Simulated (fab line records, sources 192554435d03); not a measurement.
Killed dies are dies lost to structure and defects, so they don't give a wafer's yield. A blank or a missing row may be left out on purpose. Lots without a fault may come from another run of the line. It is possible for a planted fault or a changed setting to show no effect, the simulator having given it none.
Chamber matching / flow n5_finfet / 4 sister chambers for N5_BEOL_M9_DESCUM_33 on rie_diel-01
The step chemistry O2, time 7 s. 39 wafers are shown with their chamber, then 12 later ones without.

WAFERS, EACH WITH ITS CHAMBER
wafer=L074.4; chamber=2; showerhead_plenum_p_Torr (Torr)=2.04; drypump_motor_current_A (A)=5.0; throttle_valve_pct (%)=20.24
wafer=L074.5; chamber=0; showerhead_plenum_p_Torr (Torr)=2.18; drypump_motor_current_A (A)=5.7; throttle_valve_pct (%)=20.57
wafer=L074.6; chamber=1; showerhead_plenum_p_Torr (Torr)=2.01; drypump_motor_current_A (A)=5.7; throttle_valve_pct (%)=20.12
wafer=L077.1; chamber=2; showerhead_plenum_p_Torr (Torr)=2.04; drypump_motor_current_A (A)=4.9; throttle_valve_pct (%)=20.27
wafer=L077.2; chamber=3; showerhead_plenum_p_Torr (Torr)=2.03; drypump_motor_current_A (A)=4.7; throttle_valve_pct (%)=20.27
wafer=L077.5; chamber=1; showerhead_plenum_p_Torr (Torr)=2.00; drypump_motor_current_A (A)=5.8; throttle_valve_pct (%)=20.13
wafer=L076.1; chamber=2; showerhead_plenum_p_Torr (Torr)=2.04; drypump_motor_current_A (A)=4.9; throttle_valve_pct (%)=20.27
wafer=L076.3; chamber=3; showerhead_plenum_p_Torr (Torr)=2.03; drypump_motor_current_A (A)=4.7; throttle_valve_pct (%)=20.27
wafer=L076.5; chamber=3; showerhead_plenum_p_Torr (Torr)=2.03; drypump_motor_current_A (A)=4.7; throttle_valve_pct (%)=20.27
wafer=L078.1; chamber=1; showerhead_plenum_p_Torr (Torr)=2.00; drypump_motor_current_A (A)=5.7; throttle_valve_pct (%)=20.14
wafer=L078.3; chamber=0; showerhead_plenum_p_Torr (Torr)=2.17; drypump_motor_current_A (A)=5.8; throttle_valve_pct (%)=20.59
wafer=L078.5; chamber=0; showerhead_plenum_p_Torr (Torr)=2.17; drypump_motor_current_A (A)=5.8; throttle_valve_pct (%)=20.58
wafer=L082.1; chamber=2; showerhead_plenum_p_Torr (Torr)=2.04; drypump_motor_current_A (A)=5.0; throttle_valve_pct (%)=20.28
wafer=L082.2; chamber=3; showerhead_plenum_p_Torr (Torr)=2.02; drypump_motor_current_A (A)=4.7; throttle_valve_pct (%)=20.30
wafer=L082.3; chamber=0; showerhead_plenum_p_Torr (Torr)=2.17; drypump_motor_current_A (A)=5.8; throttle_valve_pct (%)=20.59
wafer=L082.4; chamber=1; showerhead_plenum_p_Torr (Torr)=2.00; drypump_motor_current_A (A)=5.8; throttle_valve_pct (%)=20.15
wafer=L082.5; chamber=0; showerhead_plenum_p_Torr (Torr)=2.17; drypump_motor_current_A (A)=5.8; throttle_valve_pct (%)=20.61
wafer=L082.6; chamber=3; showerhead_plenum_p_Torr (Torr)=2.02; drypump_motor_current_A (A)=4.7; throttle_valve_pct (%)=20.29
wafer=L083.3; chamber=0; showerhead_plenum_p_Torr (Torr)=2.17; drypump_motor_current_A (A)=5.7; throttle_valve_pct (%)=20.62
wafer=L083.4; chamber=1; showerhead_plenum_p_Torr (Torr)=2.00; drypump_motor_current_A (A)=5.8; throttle_valve_pct (%)=20.15
wafer=L083.5; chamber=0; showerhead_plenum_p_Torr (Torr)=2.17; drypump_motor_current_A (A)=5.8; throttle_valve_pct (%)=20.61
wafer=L085.1; chamber=2; showerhead_plenum_p_Torr (Torr)=2.03; drypump_motor_current_A (A)=4.9; throttle_valve_pct (%)=20.28
wafer=L085.2; chamber=3; showerhead_plenum_p_Torr (Torr)=2.02; drypump_motor_current_A (A)=4.7; throttle_valve_pct (%)=20.31
wafer=L085.3; chamber=1; showerhead_plenum_p_Torr (Torr)=2.00; drypump_motor_current_A (A)=5.8; throttle_valve_pct (%)=20.15
wafer=L085.4; chamber=0; showerhead_plenum_p_Torr (Torr)=2.17; drypump_motor_current_A (A)=5.7; throttle_valve_pct (%)=20.62
wafer=L085.5; chamber=1; showerhead_plenum_p_Torr (Torr)=2.00; drypump_motor_current_A (A)=5.8; throttle_valve_pct (%)=20.16
wafer=L085.6; chamber=0; showerhead_plenum_p_Torr (Torr)=2.17; drypump_motor_current_A (A)=5.8; throttle_valve_pct (%)=20.61
wafer=L086.1; chamber=2; showerhead_plenum_p_Torr (Torr)=2.03; drypump_motor_current_A (A)=4.9; throttle_valve_pct (%)=20.29
wafer=L086.2; chamber=3; showerhead_plenum_p_Torr (Torr)=2.02; drypump_motor_current_A (A)=4.7; throttle_valve_pct (%)=20.31
wafer=L086.6; chamber=3; showerhead_plenum_p_Torr (Torr)=2.02; drypump_motor_current_A (A)=4.7; throttle_valve_pct (%)=20.30
wafer=L088.1; chamber=1; showerhead_plenum_p_Torr (Torr)=1.99; drypump_motor_current_A (A)=5.7; throttle_valve_pct (%)=20.17
wafer=L088.4; chamber=1; showerhead_plenum_p_Torr (Torr)=1.99; drypump_motor_current_A (A)=5.7; throttle_valve_pct (%)=20.18
wafer=L088.5; chamber=3; showerhead_plenum_p_Torr (Torr)=2.02; drypump_motor_current_A (A)=4.6; throttle_valve_pct (%)=20.32
wafer=L090.3; chamber=3; showerhead_plenum_p_Torr (Torr)=2.02; drypump_motor_current_A (A)=4.7; throttle_valve_pct (%)=20.32
wafer=L090.4; chamber=1; showerhead_plenum_p_Torr (Torr)=1.99; drypump_motor_current_A (A)=5.8; throttle_valve_pct (%)=20.19
wafer=L090.6; chamber=3; showerhead_plenum_p_Torr (Torr)=2.02; drypump_motor_current_A (A)=4.7; throttle_valve_pct (%)=20.31
wafer=L091.1; chamber=1; showerhead_plenum_p_Torr (Torr)=1.99; drypump_motor_current_A (A)=5.8; throttle_valve_pct (%)=20.20
wafer=L091.2; chamber=0; showerhead_plenum_p_Torr (Torr)=2.16; drypump_motor_current_A (A)=5.7; throttle_valve_pct (%)=20.64
wafer=L091.6; chamber=0; showerhead_plenum_p_Torr (Torr)=2.16; drypump_motor_current_A (A)=5.7; throttle_valve_pct (%)=20.62

SIGNATURES, as means of the wafers listed above
reading=showerhead_plenum_p_Torr; chamber 0=2.1691; chamber 1=1.9973; chamber 2=2.0367; chamber 3=2.0227; scatter within a chamber=0.0055
reading=drypump_motor_current_A; chamber 0=5.755; chamber 1=5.764; chamber 2=4.933; chamber 3=4.691; scatter within a chamber=0.0463
reading=throttle_valve_pct; chamber 0=20.6055; chamber 1=20.1582; chamber 2=20.2717; chamber 3=20.2973; scatter within a chamber=0.0212
Rule: for each reading, subtract the chamber's mean from the wafer's reading, divide by that reading's scatter and square the result; add these up over the readings and take the root, which gives the wafer's distance from the chamber. The wafer belongs to the nearest chamber; if the next one is less than 2 further off, it can't be placed. The scatter is the square root of a quotient: the sum, over the shown wafers, of each reading's squared deviation from its chamber's mean, divided by wafers minus chambers.

WAFERS WITHOUT THEIR CHAMBER
wafer=L093.3; showerhead_plenum_p_Torr (Torr)=1.99; drypump_motor_current_A (A)=5.8; throttle_valve_pct (%)=20.20
wafer=L093.4; showerhead_plenum_p_Torr (Torr)=2.01; drypump_motor_current_A (A)=4.7; throttle_valve_pct (%)=20.32
wafer=L093.6; showerhead_plenum_p_Torr (Torr)=2.01; drypump_motor_current_A (A)=4.7; throttle_valve_pct (%)=20.32
wafer=L094.1; showerhead_plenum_p_Torr (Torr)=2.03; drypump_motor_current_A (A)=4.9; throttle_valve_pct (%)=20.31
wafer=L094.4; showerhead_plenum_p_Torr (Torr)=2.16; drypump_motor_current_A (A)=5.7; throttle_valve_pct (%)=20.64
wafer=L094.6; showerhead_plenum_p_Torr (Torr)=2.01; drypump_motor_current_A (A)=4.7; throttle_valve_pct (%)=20.32
wafer=L096.1; showerhead_plenum_p_Torr (Torr)=1.99; drypump_motor_current_A (A)=5.8; throttle_valve_pct (%)=20.21
wafer=L096.2; showerhead_plenum_p_Torr (Torr)=2.16; drypump_motor_current_A (A)=5.8; throttle_valve_pct (%)=20.65
wafer=L096.3; showerhead_plenum_p_Torr (Torr)=2.01; drypump_motor_current_A (A)=4.7; throttle_valve_pct (%)=20.32
wafer=L096.4; showerhead_plenum_p_Torr (Torr)=2.03; drypump_motor_current_A (A)=4.9; throttle_valve_pct (%)=20.32
wafer=L096.5; showerhead_plenum_p_Torr (Torr)=2.03; drypump_motor_current_A (A)=5.0; throttle_valve_pct (%)=20.33
wafer=L096.6; showerhead_plenum_p_Torr (Torr)=1.99; drypump_motor_current_A (A)=5.8; throttle_valve_pct (%)=20.19

WHICH CHAMBER EACH WENT THROUGH
wafer=L093.3; from the rows above=1; in truth=1
wafer=L093.4; from the rows above=3; in truth=3
wafer=L093.6; from the rows above=3; in truth=3
wafer=L094.1; from the rows above=2; in truth=2
wafer=L094.4; from the rows above=0; in truth=0
wafer=L094.6; from the rows above=3; in truth=3
wafer=L096.1; from the rows above=1; in truth=1
wafer=L096.2; from the rows above=0; in truth=0
wafer=L096.3; from the rows above=3; in truth=3
wafer=L096.4; from the rows above=2; in truth=2
wafer=L096.5; from the rows above=2; in truth=2
wafer=L096.6; from the rows above=1; in truth=1
Placed correctly: 12 of 12. Can't be placed from these rows: 0. 0 placed wrongly.
